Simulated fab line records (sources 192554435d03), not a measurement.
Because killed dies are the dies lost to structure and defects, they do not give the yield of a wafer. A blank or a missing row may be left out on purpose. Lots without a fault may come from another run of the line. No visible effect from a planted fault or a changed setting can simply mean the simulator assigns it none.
Which tool is to blame? -- flow n5Finfet -- 72 wafers from 24 lots sampled at 3 of the route's 1938 steps

WHAT THE GAUGES SHOWED, per wafer
N5_BEOL_M3_INSPECT_59: inspects for defects (darkfield).
lot,measured,on,rawDefectCount
L074,day 7 18:02,defectInspect-01,64 81 47
L076,day 8 03:51,defectInspect-01,37 47 56
L075,day 8 07:13,defectInspect-01,70 41 74
L077,day 8 12:41,defectInspect-01,71 91 99
L078,day 8 14:11,defectInspect-01,74 78 103
L079,day 8 19:22,defectInspect-01,55 55 54
L080,day 9 09:40,defectInspect-01,44 71 54
L081,day 9 09:53,defectInspect-01,60 73 77
L082,day 9 11:55,defectInspect-01,109 117 127
L083,day 9 21:22,defectInspect-02,59 39 62
L085,day 9 23:12,defectInspect-02,95 122 92
L084,day 10 03:07,defectInspect-01,91 59 56
L087,day 11 02:46,defectInspect-01,57 68 125
L086,day 11 12:08,defectInspect-02,62 67 57
L089,day 11 12:14,defectInspect-01,42 75 75
L088,day 11 17:46,defectInspect-02,46 62 64
L090,day 11 18:19,defectInspect-02,75 51 45
L091,day 13 08:13,defectInspect-02,101 64 74
L093,day 13 10:08,defectInspect-02,68 60 68
L094,day 13 13:59,defectInspect-02,75 75 90
L095,day 13 16:42,defectInspect-01,57 54 79
L092,day 13 19:44,defectInspect-02,47 69 73
L096,day 13 21:55,defectInspect-02,88 100 111
L097,day 14 02:17,defectInspect-01,52 66 65

N5_BEOL_M4_CD_MEAS_11: the cd target is 16.79 nm.
lot,measured,on,cdNm (nm)
L074,day 7 18:43,cdSem-01,17.16 16.72 16.78
L076,day 8 04:58,cdSem-03,16.90 16.60 16.71
L075,day 8 08:07,cdSem-02,16.20 16.82 16.71
L077,day 8 13:39,cdSem-01,16.86 16.57 16.72
L078,day 8 16:09,cdSem-03,16.89 16.40 16.66
L079,day 8 21:59,cdSem-02,17.14 16.84 16.83
L080,day 9 11:59,cdSem-01,17.16 17.02 16.94
L081,day 9 12:09,cdSem-01,17.01 16.83 16.76
L082,day 9 12:33,cdSem-01,16.69 16.59 16.97
L083,day 9 23:20,cdSem-01,16.49 16.30 16.76
L085,day 10 00:18,cdSem-03,16.91 16.86 16.84
L084,day 10 03:43,cdSem-02,16.65 16.84 16.98
L087,day 11 04:28,cdSem-01,16.42 16.49 16.78
L086,day 11 12:52,cdSem-02,16.70 16.61 16.93
L089,day 11 13:04,cdSem-02,16.65 16.76 16.49
L088,day 11 19:08,cdSem-01,16.64 16.49 16.66
L090,day 11 19:21,cdSem-02,16.38 16.53 16.56
L091,day 13 09:58,cdSem-03,17.05 16.62 16.73
L093,day 13 13:10,cdSem-02,16.96 17.00 16.41
L094,day 13 16:28,cdSem-03,16.69 17.11 16.85
L095,day 13 19:31,cdSem-01,16.78 16.36 16.87
L092,day 13 20:58,cdSem-02,16.56 16.45 16.45
L096,day 14 00:40,cdSem-03,16.44 17.02 16.66
L097,day 14 03:44,cdSem-02,16.47 16.85 16.53

EACH LOT AND THE TOOL THAT RAN IT (in order: tool; ch and the chambers of the sampled wafers; start)
lot,N5_BEOL_M3_SPUTTER_86
L074,"pvdSputter-02, day 7 15:48"
L076,"pvdSputter-03, day 8 01:41"
L075,"pvdSputter-03, day 8 05:02"
L077,"pvdSputter-03, day 8 09:58"
L078,"pvdSputter-01, day 8 11:55"
L079,"pvdSputter-02, day 8 17:11"
L080,"pvdSputter-01, day 9 06:47"
L081,"pvdSputter-02, day 9 07:08"
L082,"pvdSputter-02, day 9 09:43"
L083,"pvdSputter-01, day 9 19:11"
L085,"pvdSputter-01, day 9 21:02"
L084,"pvdSputter-03, day 10 00:56"
L087,"pvdSputter-01, day 11 00:34"
L086,"pvdSputter-03, day 11 09:32"
L089,"pvdSputter-01, day 11 09:49"
L088,"pvdSputter-03, day 11 14:41"
L090,"pvdSputter-01, day 11 15:39"
L091,"pvdSputter-02, day 13 06:02"
L093,"pvdSputter-02, day 13 07:57"
L094,"pvdSputter-02, day 13 11:46"
L095,"pvdSputter-01, day 13 14:31"
L092,"pvdSputter-03, day 13 17:32"
L096,"pvdSputter-03, day 13 19:41"
L097,"pvdSputter-01, day 14 00:07"
- N5_BEOL_M3_SPUTTER_86: material Cu, target thk 4.5 nm, time 8.29 s.

AS READ BY THE TOOLS THEMSELVES (means over the sampled wafers that have a number; for cases with no such wafer, the mark the record gives instead)
N5_BEOL_M3_SPUTTER_86.
lot,tool,throttleValvePct (%)
L074,pvdSputter-02,29.0
L076,pvdSputter-03,31.2
L075,pvdSputter-03,31.5
L077,pvdSputter-03,30.8
L078,pvdSputter-01,30.6
L079,pvdSputter-02,29.1
L080,pvdSputter-01,30.9
L081,pvdSputter-02,29.2
L082,pvdSputter-02,29.0
L083,pvdSputter-01,30.8
L085,pvdSputter-01,30.2
L084,pvdSputter-03,32.2
L087,pvdSputter-01,30.8
L086,pvdSputter-03,31.6
L089,pvdSputter-01,30.8
L088,pvdSputter-03,31.2
L090,pvdSputter-01,31.0
L091,pvdSputter-02,29.2
L093,pvdSputter-02,28.8
L094,pvdSputter-02,29.3
L095,pvdSputter-01,30.6
L092,pvdSputter-03,30.3
L096,pvdSputter-03,30.9
L097,pvdSputter-01,30.9

THE ANSWER, worked out from the rows above alone
Rule: what is usual is taken from the lots themselves. Put in order of their means at a reading, lots are off if they are a third of the lots or fewer, leave a main group of 4 or more, and stand apart from it by a gap of 3 or more times the standard deviation of the main group's means; of several such gaps the widest counts. A main group is skipped when, at the precision printed for the reading in the tables above, its means are all equal. Also off: a lot with no number at a reading for which 4 or more lots have one. The other lots that the step has rows for count as sound. First the gauges in route order, then the tools' own readings, where a lot's mean is used as printed above. The first step at which some lot is off is used, and at that step the reading that is off furthest; a lot without a number counts as furthest.
Nothing can be told from this: no lot is off at any reading shown.

WHAT THE SIMULATOR HAD INSERTED
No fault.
